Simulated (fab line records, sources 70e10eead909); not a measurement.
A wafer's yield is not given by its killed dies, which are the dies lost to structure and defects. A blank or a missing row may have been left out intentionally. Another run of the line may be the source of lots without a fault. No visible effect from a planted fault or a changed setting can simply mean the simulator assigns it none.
Matching of chambers :: flow nandHarc :: 4 sister chambers for NHARC_P_BONDPAD_STRIP_15 on rieDiel-13
The step strips in O2. 36 wafers are shown with their chamber, then 12 later ones without.

WAFERS PAIRED WITH THEIR CHAMBERS
wafer: L074.1
chamber: 2
showerheadPlenumPTorr (Torr): 3.73
drypumpMotorCurrentA (A): 5.6
oesProductAu (a.u.): 0.991

wafer: L074.5
chamber: 1
showerheadPlenumPTorr (Torr): 3.68
drypumpMotorCurrentA (A): 5.6
oesProductAu (a.u.): 1.024

wafer: L074.6
chamber: 0
showerheadPlenumPTorr (Torr): 3.70
drypumpMotorCurrentA (A): 6.0
oesProductAu (a.u.): 0.991

wafer: L075.2
chamber: 2
showerheadPlenumPTorr (Torr): 3.73
drypumpMotorCurrentA (A): 5.6
oesProductAu (a.u.): 0.986

wafer: L075.3
chamber: 3
showerheadPlenumPTorr (Torr): 3.76
drypumpMotorCurrentA (A): 6.4
oesProductAu (a.u.): 0.995

wafer: L075.4
chamber: 0
showerheadPlenumPTorr (Torr): 3.70
drypumpMotorCurrentA (A): 6.1
oesProductAu (a.u.): 0.999

wafer: L076.1
chamber: 0
showerheadPlenumPTorr (Torr): 3.70
drypumpMotorCurrentA (A): 6.1
oesProductAu (a.u.): 0.983

wafer: L076.2
chamber: 2
showerheadPlenumPTorr (Torr): 3.73
drypumpMotorCurrentA (A): 5.6
oesProductAu (a.u.): 0.991

wafer: L076.4
chamber: 3
showerheadPlenumPTorr (Torr): 3.76
drypumpMotorCurrentA (A): 6.4
oesProductAu (a.u.): 1.000

wafer: L078.3
chamber: 0
showerheadPlenumPTorr (Torr): 3.70
drypumpMotorCurrentA (A): 6.1
oesProductAu (a.u.): 0.987

wafer: L078.5
chamber: 1
showerheadPlenumPTorr (Torr): 3.68
drypumpMotorCurrentA (A): 5.7
oesProductAu (a.u.): 1.039

wafer: L078.6
chamber: 0
showerheadPlenumPTorr (Torr): 3.70
drypumpMotorCurrentA (A): 6.1
oesProductAu (a.u.): 0.992

wafer: L079.2
chamber: 1
showerheadPlenumPTorr (Torr): 3.68
drypumpMotorCurrentA (A): 5.7
oesProductAu (a.u.): 1.037

wafer: L079.3
chamber: 0
showerheadPlenumPTorr (Torr): 3.70
drypumpMotorCurrentA (A): 6.1
oesProductAu (a.u.): 0.994

wafer: L079.6
chamber: 0
showerheadPlenumPTorr (Torr): 3.70
drypumpMotorCurrentA (A): 6.0
oesProductAu (a.u.): 0.995

wafer: L080.1
chamber: 0
showerheadPlenumPTorr (Torr): 3.70
drypumpMotorCurrentA (A): 6.1
oesProductAu (a.u.): 1.001

wafer: L080.2
chamber: 3
showerheadPlenumPTorr (Torr): 3.75
drypumpMotorCurrentA (A): 6.4
oesProductAu (a.u.): 0.986

wafer: L080.6
chamber: 3
showerheadPlenumPTorr (Torr): 3.75
drypumpMotorCurrentA (A): 6.4
oesProductAu (a.u.): 0.977

wafer: L081.2
chamber: 0
showerheadPlenumPTorr (Torr): 3.70
drypumpMotorCurrentA (A): 6.1
oesProductAu (a.u.): 1.006

wafer: L081.3
chamber: 1
showerheadPlenumPTorr (Torr): 3.68
drypumpMotorCurrentA (A): 5.7
oesProductAu (a.u.): 1.043

wafer: L081.5
chamber: 2
showerheadPlenumPTorr (Torr): 3.73
drypumpMotorCurrentA (A): 5.7
oesProductAu (a.u.): 0.982

wafer: L082.3
chamber: 3
showerheadPlenumPTorr (Torr): 3.75
drypumpMotorCurrentA (A): 6.4
oesProductAu (a.u.): 0.987

wafer: L082.4
chamber: 0
showerheadPlenumPTorr (Torr): 3.70
drypumpMotorCurrentA (A): 6.0
oesProductAu (a.u.): 0.995

wafer: L082.6
chamber: 0
showerheadPlenumPTorr (Torr): 3.70
drypumpMotorCurrentA (A): 6.0
oesProductAu (a.u.): 0.993

wafer: L083.2
chamber: 1
showerheadPlenumPTorr (Torr): 3.68
drypumpMotorCurrentA (A): 5.6
oesProductAu (a.u.): 1.036

wafer: L083.5
chamber: 3
showerheadPlenumPTorr (Torr): 3.75
drypumpMotorCurrentA (A): 6.3
oesProductAu (a.u.): 0.987

wafer: L083.6
chamber: 0
showerheadPlenumPTorr (Torr): 3.70
drypumpMotorCurrentA (A): 6.0
oesProductAu (a.u.): 0.993

wafer: L084.1
chamber: 2
showerheadPlenumPTorr (Torr): 3.72
drypumpMotorCurrentA (A): 5.6
oesProductAu (a.u.): 0.986

wafer: L084.4
chamber: 3
showerheadPlenumPTorr (Torr): 3.75
drypumpMotorCurrentA (A): 6.4
oesProductAu (a.u.): 0.990

wafer: L084.5
chamber: 3
showerheadPlenumPTorr (Torr): 3.75
drypumpMotorCurrentA (A): 6.4
oesProductAu (a.u.): 0.988

wafer: L087.2
chamber: 2
showerheadPlenumPTorr (Torr): 3.72
drypumpMotorCurrentA (A): 5.6
oesProductAu (a.u.): 0.989

wafer: L087.3
chamber: 0
showerheadPlenumPTorr (Torr): 3.70
drypumpMotorCurrentA (A): 6.0
oesProductAu (a.u.): 0.997

wafer: L087.4
chamber: 3
showerheadPlenumPTorr (Torr): 3.75
drypumpMotorCurrentA (A): 6.4
oesProductAu (a.u.): 0.997

wafer: L086.3
chamber: 0
showerheadPlenumPTorr (Torr): 3.70
drypumpMotorCurrentA (A): 6.1
oesProductAu (a.u.): 0.994

wafer: L086.4
chamber: 2
showerheadPlenumPTorr (Torr): 3.72
drypumpMotorCurrentA (A): 5.5
oesProductAu (a.u.): 0.986

wafer: L086.5
chamber: 0
showerheadPlenumPTorr (Torr): 3.70
drypumpMotorCurrentA (A): 6.0
oesProductAu (a.u.): 1.002

SIGNATURES (means of the wafers above)
reading: showerheadPlenumPTorr
chamber 0: 3.7000
chamber 1: 3.6800
chamber 2: 3.7257
chamber 3: 3.7522
scatter within a chamber: 0.0032

reading: drypumpMotorCurrentA
chamber 0: 6.053
chamber 1: 5.660
chamber 2: 5.600
chamber 3: 6.389
scatter within a chamber: 0.0494

reading: oesProductAu
chamber 0: 0.99480
chamber 1: 1.03580
chamber 2: 0.98729
chamber 3: 0.98967
scatter within a chamber: 0.0059
Rule: distance of a wafer from a chamber = root of the sum over the readings of ((wafer's reading minus chamber's mean) / reading's scatter) squared. The wafer belongs to the nearest chamber; if the next one is less than 2 further off, it can't be placed. The scatter is the square root of a quotient: the sum, over the shown wafers, of each reading's squared deviation from its chamber's mean, divided by wafers minus chambers.

WAFERS WHOSE CHAMBER IS MISSING
wafer: L088.1
showerheadPlenumPTorr (Torr): 3.72
drypumpMotorCurrentA (A): 5.7
oesProductAu (a.u.): 0.981

wafer: L088.4
showerheadPlenumPTorr (Torr): 3.70
drypumpMotorCurrentA (A): 6.0
oesProductAu (a.u.): 0.990

wafer: L088.5
showerheadPlenumPTorr (Torr): 3.75
drypumpMotorCurrentA (A): 6.4
oesProductAu (a.u.): 0.987

wafer: L094.1
showerheadPlenumPTorr (Torr): 3.68
drypumpMotorCurrentA (A): 5.6
oesProductAu (a.u.): 1.030

wafer: L094.4
showerheadPlenumPTorr (Torr): 3.70
drypumpMotorCurrentA (A): 6.0
oesProductAu (a.u.): 1.005

wafer: L094.6
showerheadPlenumPTorr (Torr): 3.68
drypumpMotorCurrentA (A): 5.6
oesProductAu (a.u.): 1.027

wafer: L095.2
showerheadPlenumPTorr (Torr): 3.69
drypumpMotorCurrentA (A): 6.1
oesProductAu (a.u.): 1.000

wafer: L095.3
showerheadPlenumPTorr (Torr): 3.75
drypumpMotorCurrentA (A): 6.4
oesProductAu (a.u.): 0.982

wafer: L095.6
showerheadPlenumPTorr (Torr): 3.69
drypumpMotorCurrentA (A): 6.0
oesProductAu (a.u.): 0.999

wafer: L097.2
showerheadPlenumPTorr (Torr): 3.69
drypumpMotorCurrentA (A): 6.0
oesProductAu (a.u.): 0.997

wafer: L097.3
showerheadPlenumPTorr (Torr): 3.68
drypumpMotorCurrentA (A): 5.7
oesProductAu (a.u.): 1.025

wafer: L097.5
showerheadPlenumPTorr (Torr): 3.75
drypumpMotorCurrentA (A): 6.4
oesProductAu (a.u.): 0.976

CHAMBER TAKEN BY EACH
wafer: L088.1
from the rows above: 2
in truth: 2

wafer: L088.4
from the rows above: 0
in truth: 0

wafer: L088.5
from the rows above: 3
in truth: 3

wafer: L094.1
from the rows above: 1
in truth: 1

wafer: L094.4
from the rows above: 0
in truth: 0

wafer: L094.6
from the rows above: 1
in truth: 1

wafer: L095.2
from the rows above: 0
in truth: 0

wafer: L095.3
from the rows above: 3
in truth: 3

wafer: L095.6
from the rows above: 0
in truth: 0

wafer: L097.2
from the rows above: 0
in truth: 0

wafer: L097.3
from the rows above: 1
in truth: 1

wafer: L097.5
from the rows above: 3
in truth: 3
Correct placement for 12 of the 12. Can't be placed from these rows: 0. 0 placed wrongly.
